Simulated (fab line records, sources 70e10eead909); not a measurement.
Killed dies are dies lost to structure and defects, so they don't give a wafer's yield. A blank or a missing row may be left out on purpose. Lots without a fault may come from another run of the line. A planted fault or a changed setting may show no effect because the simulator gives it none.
Which tool did it? | flow nand_harc | 22 lots, 66 wafers sampled, at 6 steps of a route of 1302

WHAT THE GAUGES READ, wafer by wafer
The record holds no reading of a measuring or inspecting step that can be judged against a usual standard deviation.

WHICH TOOL RAN EACH LOT (tool, then ch and the chambers of the sampled wafers, then the start)
lot  | NHARC_A_CHANNEL_HOLE_D1_ETCH_25  | NHARC_A_CHANNEL_FILL_D1_ALD_25   | NHARC_A_CHANNEL_HOLE_D2_ETCH_16               | NHARC_A_CHANNEL_FILL_D2_ETCHBACK_19 | NHARC_A_CHANNEL_FILL_D2_STRIP_28   | NHARC_A_CHANNEL_FILL_D2_STRIP_29
L074 | har_etch-01 ch 1, day 8 18:55    | ald_hk-01 ch 0,2,3, day 10 15:13 | rie_diel-05 ch 0,1,2, day 14 16:38 or earlier | rie_si-01 ch 1,3, day 14 16:38      | rie_diel-01 ch 0,2,3, day 14 16:53 | rie_diel-06 ch 0,2,3, no start
L076 | har_etch-01 ch 0, day 9 13:36    | ald_hk-02 ch 0,1, day 11 08:33   | rie_diel-05 ch 2,3, day 15 17:05 or earlier   | rie_si-01 ch 2,3, day 15 17:05      | rie_diel-01 ch 0,1, day 15 17:19   | rie_diel-06 ch 0,3, no start
L077 | har_etch-01 ch 0,1, day 10 09:11 | ald_hk-04 ch 0,1,2, day 12 05:01 | rie_diel-03 ch 0,1,2, day 16 06:22 or earlier | rie_si-01 ch 0,3, day 16 06:22      | rie_diel-06 ch 1,2, day 16 06:34   | rie_diel-06 ch 0,1,2, no start
L078 | har_etch-02 ch 0,1, day 10 10:45 | ald_hk-01 ch 0,1,2, day 12 02:22 | rie_diel-05 ch 0,2,3, day 16 01:11 or earlier | rie_si-01 ch 0,3, day 16 01:11      | rie_diel-01 ch 0,1,2, day 16 01:24 | rie_diel-06 ch 1,2, no start
L079 | har_etch-01 ch 0,1, day 10 12:55 | ald_hk-02 ch 1,2,3, day 12 02:04 | rie_diel-07 ch 0,1,3, day 16 01:12 or earlier | rie_si-02 ch 0,1,2, day 16 01:12    | rie_diel-06 ch 0,2, day 16 01:25   | rie_diel-08 ch 0,2,3, no start
L080 | har_etch-02 ch 0,1, day 11 03:02 | ald_hk-02 ch 1,2,3, day 12 21:18 | rie_diel-05 ch 1,2,3, day 17 00:08 or earlier | rie_si-03 ch 1,3, day 17 00:08      | rie_diel-08 ch 1,3, day 17 00:22   | rie_diel-01 ch 0,1, no start
L081 | har_etch-01 ch 0,1, day 11 15:04 | ald_hk-04 ch 0,1,3, day 13 07:07 | rie_diel-07 ch 0,1,2, day 17 10:05 or earlier | rie_si-01 ch 0,2, day 17 10:05      | rie_diel-01 ch 2,3, day 17 10:19   | rie_diel-01 ch 0,2, no start
L083 | har_etch-01 ch 0,1, day 12 05:28 | ald_hk-04 ch 0,1,3, day 13 22:35 | rie_diel-05 ch 0,1,3, day 17 19:17 or earlier | rie_si-02 ch 0,1,2, day 17 19:17    | rie_diel-01 ch 0,1,3, day 17 19:30 | rie_diel-08 ch 1,2,3, day 18 13:10
L084 | har_etch-01 ch 0,1, day 12 18:14 | ald_hk-02 ch 2,3, day 14 11:38   | rie_diel-07 ch 0,3, day 18 15:35 or earlier   | rie_si-03 ch 1,2,3, day 18 15:35    | rie_diel-08 ch 0,2,3, day 18 15:49 | rie_diel-06 ch 0,2, no start
L085 | har_etch-02 ch 0,1, day 13 18:15 | ald_hk-04 ch 0,3, day 15 10:10   | rie_diel-07 ch 0,1, day 19 10:50 or earlier   | rie_si-03 ch 0,2,3, day 19 10:50    | rie_diel-01 ch 1,2,3, day 19 11:03 | rie_diel-06 ch 0,1, no start
L086 | har_etch-01 ch 0,1, day 13 21:09 | ald_hk-04 ch 0,2,3, day 15 17:38 | rie_diel-07 ch 0,2, day 19 18:01 or earlier   | rie_si-03 ch 0,3, day 19 18:01      | rie_diel-06 ch 0,3, day 19 18:13   | rie_diel-01 ch 1,2,3, no start
L087 | har_etch-02 ch 0,1, day 14 02:35 | ald_hk-01 ch 1,2, day 15 16:25   | rie_diel-03 ch 1,2, day 20 01:17 or earlier   | rie_si-01 ch 0,1,3, day 20 01:17    | rie_diel-06 ch 0,2,3, day 20 01:29 | rie_diel-01 ch 0,1,3, no start
L089 | har_etch-01 ch 0,1, day 14 18:20 | ald_hk-02 ch 0,1,2, day 16 16:04 | rie_diel-07 ch 1,3, day 20 18:29 or earlier   | rie_si-03 ch 0,1,3, day 20 18:29    | rie_diel-06 ch 1,2,3, day 20 18:42 | rie_diel-01 ch 1,2,3, no start
L088 | har_etch-02 ch 0,1, day 14 18:53 | ald_hk-04 ch 1,2,3, day 16 15:27 | rie_diel-03 ch 0,1,3, day 20 22:41 or earlier | rie_si-03 ch 1,2, day 20 22:41      | rie_diel-01 ch 2,3, day 20 22:54   | rie_diel-08 ch 0,1, no start
L091 | har_etch-01 ch 0,1, day 15 12:28 | ald_hk-04 ch 0,2,3, day 17 04:33 | rie_diel-07 ch 0,2, day 21 07:04 or earlier   | rie_si-03 ch 0,3, day 21 07:04      | rie_diel-08 ch 0,1,3, day 21 07:17 | rie_diel-01 ch 0,3, no start
L090 | har_etch-02 ch 0,1, day 15 12:37 | ald_hk-01 ch 1,3, day 17 04:33   | rie_diel-03 ch 0,2,3, day 21 07:04 or earlier | rie_si-02 ch 0,2, day 21 07:04      | rie_diel-01 ch 2,3, day 21 07:17   | rie_diel-06 ch 0,3, no start
L092 | har_etch-01 ch 0,1, day 16 02:41 | ald_hk-02 ch 0,1,2, day 17 20:19 | rie_diel-05 ch 2,3, day 21 18:08 or earlier   | rie_si-02 ch 0,2, day 21 18:08      | rie_diel-01 ch 2,3, day 21 18:20   | rie_diel-06 ch 1,3, no start
L093 | har_etch-02 ch 0,1, day 16 11:18 | ald_hk-04 ch 0,2,3, day 18 02:33 | rie_diel-05 ch 0,1,2, day 22 00:07 or earlier | rie_si-01 ch 0,1,2, day 22 00:07    | rie_diel-08 ch 1,2,3, day 22 00:20 | rie_diel-01 ch 1,2,3, no start
L094 | har_etch-01 ch 0,1, day 17 08:39 | ald_hk-02 ch 0,1,2, day 19 01:36 | rie_diel-05 ch 0,1,3, day 22 20:23 or earlier | rie_si-02 ch 0,1,2, day 22 20:23    | rie_diel-06 ch 1,2,3, day 22 20:37 | rie_diel-01 ch 2,3, no start
L095 | har_etch-01 ch 0,1, day 17 20:29 | ald_hk-01 ch 0,2, day 19 12:10   | rie_diel-03 ch 0,3, day 23 13:41 or earlier   | rie_si-03 ch 0,1, day 23 13:41      | rie_diel-01 ch 0,2, day 23 13:55   | rie_diel-08 ch 0,1,2, no start
L096 | har_etch-02 ch 1, day 17 22:58   | ald_hk-02 ch 0,2,3, day 19 12:10 | rie_diel-07 ch 1,2,3, day 23 13:44 or earlier | rie_si-02 ch 0,1,2, day 23 13:44    | rie_diel-08 ch 0,2, day 23 13:56   | rie_diel-08 ch 0,1,2, no start
L097 | har_etch-01 ch 0,1, day 18 07:28 | ald_hk-04 ch 0,1,3, day 20 01:22 | rie_diel-05 ch 0,1,2, day 24 13:28 or earlier | rie_si-01 ch 0,2,3, day 24 13:28    | rie_diel-06 ch 1,2,3, day 24 13:40 | rie_diel-06 ch 0,2, no start
- NHARC_A_CHANNEL_HOLE_D1_ETCH_25: etches the open film in C4F8/O2/Ar, time 1040.2 s, target depth 1500 nm.
- NHARC_A_CHANNEL_FILL_D1_ALD_25: deposits SiOx, target thk 60 nm, pulse time 10 s, ald cycles 600.
- NHARC_A_CHANNEL_HOLE_D2_ETCH_16: etches the open film in O2/COS, target depth 3100 nm, time 806 s.
- NHARC_A_CHANNEL_FILL_D2_ETCHBACK_19: etches the open film in HBr/Cl2, target depth 5 nm, time 1.7 s.
- NHARC_A_CHANNEL_FILL_D2_STRIP_28: strips in O2, time 20 s.
- NHARC_A_CHANNEL_FILL_D2_STRIP_29: strips in O2, time 20 s.

WHAT THE TOOLS THEMSELVES READ (means of the sampled wafers that have a number; where no wafer has one, the mark that the record gives instead)
NHARC_A_CHANNEL_HOLE_D1_ETCH_25.
lot  | tool        | drypump_motor_current_A (A) | showerhead_plenum_p_Torr (Torr) | throttle_valve_pct (%)
L074 | har_etch-01 | 6.3                         | 3.73                            | 32.236
L076 | har_etch-01 | 5.3                         | 3.72                            | 32.234
L077 | har_etch-01 | 5.6                         | 3.71                            | 32.233
L078 | har_etch-02 | 5.7                         | 3.58                            | 32.235
L079 | har_etch-01 | 5.9                         | 3.71                            | 32.230
L080 | har_etch-02 | 5.8                         | 3.54                            | 32.228
L081 | har_etch-01 | 5.9                         | 3.70                            | 32.230
L083 | har_etch-01 | 5.6                         | 3.70                            | 32.238
L084 | har_etch-01 | 5.6                         | 3.69                            | 32.244
L085 | har_etch-02 | 5.8                         | 3.52                            | 32.230
L086 | har_etch-01 | 5.7                         | 3.69                            | 32.232
L087 | har_etch-02 | 5.8                         | 3.52                            | 32.237
L089 | har_etch-01 | 5.6                         | 3.68                            | 32.234
L088 | har_etch-02 | 5.7                         | 3.55                            | 32.234
L091 | har_etch-01 | 5.7                         | 3.67                            | 32.238
L090 | har_etch-02 | 5.7                         | 3.55                            | 32.226
L092 | har_etch-01 | 6.0                         | 3.67                            | 32.240
L093 | har_etch-02 | 5.8                         | 3.50                            | 32.223
L094 | har_etch-01 | 5.6                         | 3.66                            | 32.239
L095 | har_etch-01 | 6.0                         | 3.65                            | 32.240
L096 | har_etch-02 | 5.6                         | 3.92                            | 32.234
L097 | har_etch-01 | 5.6                         | 3.65                            | 32.240

NHARC_A_CHANNEL_FILL_D1_ALD_25.
lot  | tool      | heater_power_outer_w (W) | heater_power_w (W) | precursor_pulse_height_rel
L074 | ald_hk-01 | 261                      | 477                | 1.001
L076 | ald_hk-02 | 246                      | 454                | 0.991
L077 | ald_hk-04 | 253                      | 452                | 1.010
L078 | ald_hk-01 | 256                      | 454                | 1.006
L079 | ald_hk-02 | 238                      | 429                | 1.005
L080 | ald_hk-02 | 238                      | 423                | 0.985
L081 | ald_hk-04 | 267                      | 456                | 0.996
L083 | ald_hk-04 | 272                      | 453                | 0.996
L084 | ald_hk-02 | 221                      | 401                | 0.998
L085 | ald_hk-04 | 249                      | 450                | 1.006
L086 | ald_hk-04 | 244                      | 436                | 0.999
L087 | ald_hk-01 | 274                      | 480                | 1.005
L089 | ald_hk-02 | 257                      | 460                | 0.994
L088 | ald_hk-04 | 257                      | 450                | 0.993
L091 | ald_hk-04 | 245                      | 435                | 0.994
L090 | ald_hk-01 | 257                      | 461                | 0.969
L092 | ald_hk-02 | 261                      | 456                | 0.987
L093 | ald_hk-04 | 246                      | 441                | 0.991
L094 | ald_hk-02 | 256                      | 458                | 0.997
L095 | ald_hk-01 | 260                      | 455                | 1.000
L096 | ald_hk-02 | 246                      | 441                | 1.012
L097 | ald_hk-04 | 265                      | 462                | 1.006

NHARC_A_CHANNEL_HOLE_D2_ETCH_16.
lot  | tool        | drypump_motor_current_A (A) | oes_product_au (a.u.) | rf_vpp_V (V) | showerhead_plenum_p_Torr (Torr) | throttle_valve_pct (%)
L074 | rie_diel-05 | 5.6                         | 1.004                 | 312.2        | 3.01                            | 28.325
L076 | rie_diel-05 | 5.3                         | 0.996                 | 312.8        | 3.09                            | 28.329
L077 | rie_diel-03 | 5.8                         | 1.010                 | 314.9        | 3.13                            | 28.325
L078 | rie_diel-05 | 5.3                         | 1.000                 | 312.5        | 3.04                            | 28.328
L079 | rie_diel-07 | 6.0                         | 1.002                 | 312.8        | 3.04                            | 28.328
L080 | rie_diel-05 | 5.7                         | 0.996                 | 313.2        | 3.05                            | 28.328
L081 | rie_diel-07 | 6.2                         | 1.010                 | 313.6        | 3.10                            | 28.334
L083 | rie_diel-05 | 5.4                         | 0.991                 | 313.7        | 3.05                            | 28.337
L084 | rie_diel-07 | 5.8                         | 0.998                 | 313.3        | 3.04                            | 28.337
L085 | rie_diel-07 | 6.0                         | 1.002                 | 312.9        | 3.03                            | 28.335
L086 | rie_diel-07 | 6.2                         | 1.009                 | 314.6        | 3.16                            | 28.334
L087 | rie_diel-03 | 5.8                         | 1.000                 | 315.6        | 3.19                            | 28.329
L089 | rie_diel-07 | 6.2                         | 0.994                 | 312.2        | 3.04                            | 28.328
L088 | rie_diel-03 | 5.9                         | 1.006                 | 315.3        | 3.15                            | 28.337
L091 | rie_diel-07 | 6.0                         | 1.008                 | 313.8        | 3.09                            | 28.331
L090 | rie_diel-03 | 5.9                         | 1.015                 | 314.7        | 3.17                            | 28.324
L092 | rie_diel-05 | 5.5                         | 0.995                 | 312.4        | 3.04                            | 28.333
L093 | rie_diel-05 | 5.6                         | 0.993                 | 312.3        | 3.00                            | 28.323
L094 | rie_diel-05 | 5.4                         | 0.991                 | 313.7        | 3.05                            | 28.327
L095 | rie_diel-03 | 5.9                         | 1.000                 | 314.1        | 3.11                            | 28.329
L096 | rie_diel-07 | 6.2                         | 0.997                 | 313.9        | 3.10                            | 28.335
L097 | rie_diel-05 | 5.6                         | 1.004                 | 312.1        | 3.00                            | 28.332

NHARC_A_CHANNEL_FILL_D2_ETCHBACK_19.
lot  | tool      | drypump_motor_current_A (A) | oes_product_au (a.u.) | throttle_valve_pct (%)
L074 | rie_si-01 | 5.6                         | 1.004                 | 26.410
L076 | rie_si-01 | 6.1                         | 1.002                 | 26.402
L077 | rie_si-01 | 6.3                         | 1.002                 | 26.400
L078 | rie_si-01 | 6.2                         | 0.999                 | 26.409
L079 | rie_si-02 | 5.9                         | 0.992                 | 26.407
L080 | rie_si-03 | 5.6                         | 0.992                 | 26.404
L081 | rie_si-01 | 6.2                         | 0.999                 | 26.402
L083 | rie_si-02 | 5.9                         | 0.997                 | 26.408
L084 | rie_si-03 | 5.5                         | 0.993                 | 26.400
L085 | rie_si-03 | 5.4                         | 0.996                 | 26.410
L086 | rie_si-03 | 5.3                         | 0.994                 | 26.408
L087 | rie_si-01 | 6.0                         | 0.989                 | 26.406
L089 | rie_si-03 | 5.5                         | 0.999                 | 26.403
L088 | rie_si-03 | 5.6                         | 0.998                 | 26.408
L091 | rie_si-03 | 5.3                         | 1.000                 | 26.408
L090 | rie_si-02 | 6.1                         | 0.994                 | 26.402
L092 | rie_si-02 | 6.1                         | 0.999                 | 26.406
L093 | rie_si-01 | 5.9                         | 0.994                 | 26.404
L094 | rie_si-02 | 5.9                         | 0.997                 | 26.405
L095 | rie_si-03 | 5.6                         | 0.998                 | 26.406
L096 | rie_si-02 | 5.9                         | 0.999                 | 26.411
L097 | rie_si-01 | 6.1                         | 0.992                 | 26.407

NHARC_A_CHANNEL_FILL_D2_STRIP_28.
lot  | tool        | drypump_motor_current_A (A) | oes_product_au (a.u.) | rf_vpp_V (V) | showerhead_plenum_p_Torr (Torr) | throttle_valve_pct (%)
L074 | rie_diel-01 | 5.7                         | 1.005                 | 56.7         | 3.50                            | 17.049
L076 | rie_diel-01 | 5.1                         | 0.996                 | 57.2         | 3.35                            | 17.037
L077 | rie_diel-06 | 5.2                         | 0.999                 | 59.1         | 3.67                            | 17.035
L078 | rie_diel-01 | 5.4                         | 0.996                 | 58.0         | 3.49                            | 17.031
L079 | rie_diel-06 | 5.1                         | 0.992                 | 57.4         | 3.73                            | 17.041
L080 | rie_diel-08 | 5.8                         | 0.996                 | 56.9         | 3.38                            | 17.036
L081 | rie_diel-01 | 6.0                         | 0.999                 | 58.1         | 3.47                            | 17.035
L083 | rie_diel-01 | 5.5                         | 1.009                 | 57.1         | 3.36                            | 17.033
L084 | rie_diel-08 | 5.8                         | 0.996                 | 57.7         | 3.56                            | 17.033
L085 | rie_diel-01 | 5.7                         | 1.007                 | 57.9         | 3.46                            | 17.034
L086 | rie_diel-06 | 5.9                         | 0.991                 | 58.2         | 3.71                            | 17.044
L087 | rie_diel-06 | 5.5                         | 0.994                 | 58.5         | 3.72                            | 17.035
L089 | rie_diel-06 | 5.6                         | 1.006                 | 58.8         | 3.66                            | 17.034
L088 | rie_diel-01 | 6.0                         | 0.994                 | 57.1         | 3.47                            | 17.039
L091 | rie_diel-08 | 6.0                         | 0.996                 | 57.1         | 3.53                            | 17.039
L090 | rie_diel-01 | 6.1                         | 1.007                 | 56.9         | 3.47                            | 17.041
L092 | rie_diel-01 | 6.0                         | 1.007                 | 57.3         | 3.47                            | 17.036
L093 | rie_diel-08 | 5.7                         | 1.002                 | 56.6         | 3.44                            | 17.028
L094 | rie_diel-06 | 5.5                         | 0.988                 | 58.9         | 3.66                            | 17.038
L095 | rie_diel-01 | 5.6                         | 1.001                 | 58.9         | 3.63                            | 17.039
L096 | rie_diel-08 | 6.0                         | 1.005                 | 58.7         | 3.70                            | 17.037
L097 | rie_diel-06 | 5.6                         | 0.985                 | 57.8         | 3.66                            | 17.033

NHARC_A_CHANNEL_FILL_D2_STRIP_29.
lot  | tool        | drypump_motor_current_A (A) | oes_product_au (a.u.) | rf_vpp_V (V) | showerhead_plenum_p_Torr (Torr) | throttle_valve_pct (%)
L074 | rie_diel-06 | 5.5                         | 0.994                 | 58.0         | 3.72                            | 17.040
L076 | rie_diel-06 | 5.9                         | 0.988                 | 58.1         | 3.71                            | 17.031
L077 | rie_diel-06 | 5.4                         | 0.999                 | 56.8         | 3.62                            | 17.035
L078 | rie_diel-06 | 5.2                         | 0.990                 | 58.5         | 3.67                            | 17.027
L079 | rie_diel-08 | 5.8                         | 1.004                 | 57.8         | 3.56                            | 17.031
L080 | rie_diel-01 | 5.2                         | 1.018                 | 56.9         | 3.35                            | 17.032
L081 | rie_diel-01 | 5.6                         | 1.005                 | 58.0         | 3.63                            | 17.040
L083 | rie_diel-08 | 5.7                         | 1.013                 | 57.7         | 3.44                            | 17.040
L084 | rie_diel-06 | 5.5                         | 0.984                 | 58.6         | 3.67                            | 17.031
L085 | rie_diel-06 | 5.8                         | 1.003                 | 57.8         | 3.56                            | 17.031
L086 | rie_diel-01 | 5.7                         | 0.999                 | 58.0         | 3.46                            | 17.033
L087 | rie_diel-01 | 5.5                         | 1.004                 | 57.4         | 3.36                            | 17.031
L089 | rie_diel-01 | 5.7                         | 1.005                 | 56.9         | 3.46                            | 17.036
L088 | rie_diel-08 | 6.1                         | 0.991                 | 58.2         | 3.57                            | 17.037
L091 | rie_diel-01 | 5.5                         | 1.007                 | 58.3         | 3.39                            | 17.032
L090 | rie_diel-06 | 5.9                         | 0.992                 | 58.5         | 3.71                            | 17.034
L092 | rie_diel-06 | 5.9                         | 0.986                 | 57.0         | 3.55                            | 17.033
L093 | rie_diel-01 | 5.7                         | 1.014                 | 57.7         | 3.46                            | 17.033
L094 | rie_diel-01 | 5.9                         | 1.003                 | 58.0         | 3.60                            | 17.040
L095 | rie_diel-08 | 5.9                         | 1.000                 | 57.7         | 3.58                            | 17.030
L096 | rie_diel-08 | 5.9                         | 1.000                 | 57.3         | 3.58                            | 17.038
L097 | rie_diel-06 | 5.2                         | 0.987                 | 57.5         | 3.72                            | 17.028

THE ANSWER, worked out from the rows above alone
Rule: what is usual is taken from the lots themselves. Put in order of their means at a reading, lots are off if they are a third of the lots or fewer, leave a main group of 4 or more, and stand apart from it by a gap of 3 or more times the standard deviation of the main group's means; of several such gaps the widest counts. A main group whose means are all the same, to the digits that the tables above print for the reading, isn't used. A lot without any number at a reading at which 4 lots or more have one is off too. The other lots that the step has rows for count as sound. The gauges are gone through in route order, then the tools' own readings, and for those a lot's mean is taken as printed above. The first step at which some lot is off is used, and at that step the reading that is off furthest; a lot without a number counts as furthest.
No lot is off at any reading shown: from this, nothing can be told.

WHAT THE SIMULATOR HAD PUT IN
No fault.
